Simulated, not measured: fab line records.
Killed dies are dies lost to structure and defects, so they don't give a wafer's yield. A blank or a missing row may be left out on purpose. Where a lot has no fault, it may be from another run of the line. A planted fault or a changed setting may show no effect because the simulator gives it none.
Chamber matching / flow nand_harc / 4 sister chambers for NHARC_A_STAIRCASE_TRIM_220 on rie_diel-01
The step chemistry O2, time 211.2 s. 18 wafers are shown with their chamber, then 9 later ones without.

## EACH WAFER AND ITS CHAMBER
wafer=L079.1; chamber=1; showerhead_plenum_p_Torr (Torr)=3.30; drypump_motor_current_A (A)=5.6; throttle_valve_pct (%)=17.041
wafer=L079.3; chamber=2; showerhead_plenum_p_Torr (Torr)=3.72; drypump_motor_current_A (A)=5.8; throttle_valve_pct (%)=17.017
wafer=L079.4; chamber=3; showerhead_plenum_p_Torr (Torr)=3.40; drypump_motor_current_A (A)=6.6; throttle_valve_pct (%)=17.030
wafer=L080.1; chamber=3; showerhead_plenum_p_Torr (Torr)=3.40; drypump_motor_current_A (A)=6.6; throttle_valve_pct (%)=17.034
wafer=L080.3; chamber=1; showerhead_plenum_p_Torr (Torr)=3.30; drypump_motor_current_A (A)=5.6; throttle_valve_pct (%)=17.042
wafer=L080.5; chamber=2; showerhead_plenum_p_Torr (Torr)=3.71; drypump_motor_current_A (A)=5.8; throttle_valve_pct (%)=17.026
wafer=L080.2; chamber=2; showerhead_plenum_p_Torr (Torr)=3.71; drypump_motor_current_A (A)=5.8; throttle_valve_pct (%)=17.022
wafer=L080.4; chamber=0; showerhead_plenum_p_Torr (Torr)=3.77; drypump_motor_current_A (A)=5.4; throttle_valve_pct (%)=17.051
wafer=L080.6; chamber=1; showerhead_plenum_p_Torr (Torr)=3.30; drypump_motor_current_A (A)=5.6; throttle_valve_pct (%)=17.044
wafer=L083.2; chamber=1; showerhead_plenum_p_Torr (Torr)=3.30; drypump_motor_current_A (A)=5.6; throttle_valve_pct (%)=17.034
wafer=L083.4; chamber=0; showerhead_plenum_p_Torr (Torr)=3.77; drypump_motor_current_A (A)=5.3; throttle_valve_pct (%)=17.047
wafer=L083.5; chamber=3; showerhead_plenum_p_Torr (Torr)=3.39; drypump_motor_current_A (A)=6.6; throttle_valve_pct (%)=17.045
wafer=L089.1; chamber=0; showerhead_plenum_p_Torr (Torr)=3.76; drypump_motor_current_A (A)=5.3; throttle_valve_pct (%)=17.040
wafer=L089.2; chamber=2; showerhead_plenum_p_Torr (Torr)=3.70; drypump_motor_current_A (A)=5.8; throttle_valve_pct (%)=17.028
wafer=L089.6; chamber=0; showerhead_plenum_p_Torr (Torr)=3.76; drypump_motor_current_A (A)=5.3; throttle_valve_pct (%)=17.031
wafer=L090.2; chamber=2; showerhead_plenum_p_Torr (Torr)=3.70; drypump_motor_current_A (A)=5.8; throttle_valve_pct (%)=17.031
wafer=L090.3; chamber=1; showerhead_plenum_p_Torr (Torr)=3.29; drypump_motor_current_A (A)=5.6; throttle_valve_pct (%)=17.025
wafer=L090.5; chamber=3; showerhead_plenum_p_Torr (Torr)=3.38; drypump_motor_current_A (A)=6.5; throttle_valve_pct (%)=17.044

SIGNATURES (means of the wafers above)
reading=showerhead_plenum_p_Torr; chamber 0=3.7650; chamber 1=3.2980; chamber 2=3.7080; chamber 3=3.3925; scatter within a chamber=0.00725
reading=drypump_motor_current_A; chamber 0=5.325; chamber 1=5.600; chamber 2=5.800; chamber 3=6.575; scatter within a chamber=0.0327
reading=throttle_valve_pct; chamber 0=17.04225; chamber 1=17.03720; chamber 2=17.02480; chamber 3=17.03825; scatter within a chamber=0.00735
Rule: for each reading, subtract the chamber's mean from the wafer's reading, divide by that reading's scatter and square the result; add these up over the readings and take the root, which gives the wafer's distance from the chamber. If the next closest chamber is less than 2 further off than the closest, the wafer can't be placed; otherwise it belongs to the closest. The scatter is the square root of a quotient: the sum, over the shown wafers, of each reading's squared deviation from its chamber's mean, divided by wafers minus chambers.

## WAFERS WHOSE CHAMBER IS MISSING
wafer=L091.3; showerhead_plenum_p_Torr (Torr)=3.29; drypump_motor_current_A (A)=5.6; throttle_valve_pct (%)=17.031
wafer=L091.4; showerhead_plenum_p_Torr (Torr)=3.75; drypump_motor_current_A (A)=5.4; throttle_valve_pct (%)=17.044
wafer=L091.6; showerhead_plenum_p_Torr (Torr)=3.75; drypump_motor_current_A (A)=5.4; throttle_valve_pct (%)=17.017
wafer=L092.4; showerhead_plenum_p_Torr (Torr)=3.75; drypump_motor_current_A (A)=5.3; throttle_valve_pct (%)=17.027
wafer=L092.5; showerhead_plenum_p_Torr (Torr)=3.69; drypump_motor_current_A (A)=5.8; throttle_valve_pct (%)=17.015
wafer=L092.6; showerhead_plenum_p_Torr (Torr)=3.38; drypump_motor_current_A (A)=6.6; throttle_valve_pct (%)=17.030
wafer=L096.2; showerhead_plenum_p_Torr (Torr)=3.69; drypump_motor_current_A (A)=5.7; throttle_valve_pct (%)=17.044
wafer=L096.3; showerhead_plenum_p_Torr (Torr)=3.74; drypump_motor_current_A (A)=5.4; throttle_valve_pct (%)=17.053
wafer=L096.5; showerhead_plenum_p_Torr (Torr)=3.74; drypump_motor_current_A (A)=5.4; throttle_valve_pct (%)=17.044

## THE CHAMBER EACH PASSED THROUGH
wafer=L091.3; from the rows above=1; in truth=1
wafer=L091.4; from the rows above=0; in truth=0
wafer=L091.6; from the rows above=0; in truth=0
wafer=L092.4; from the rows above=0; in truth=0
wafer=L092.5; from the rows above=2; in truth=2
wafer=L092.6; from the rows above=3; in truth=3
wafer=L096.2; from the rows above=2; in truth=2
wafer=L096.3; from the rows above=0; in truth=0
wafer=L096.5; from the rows above=0; in truth=0
Placed correctly: 9 of 9. Number that these rows cannot place: 0. Number placed wrongly: 0.
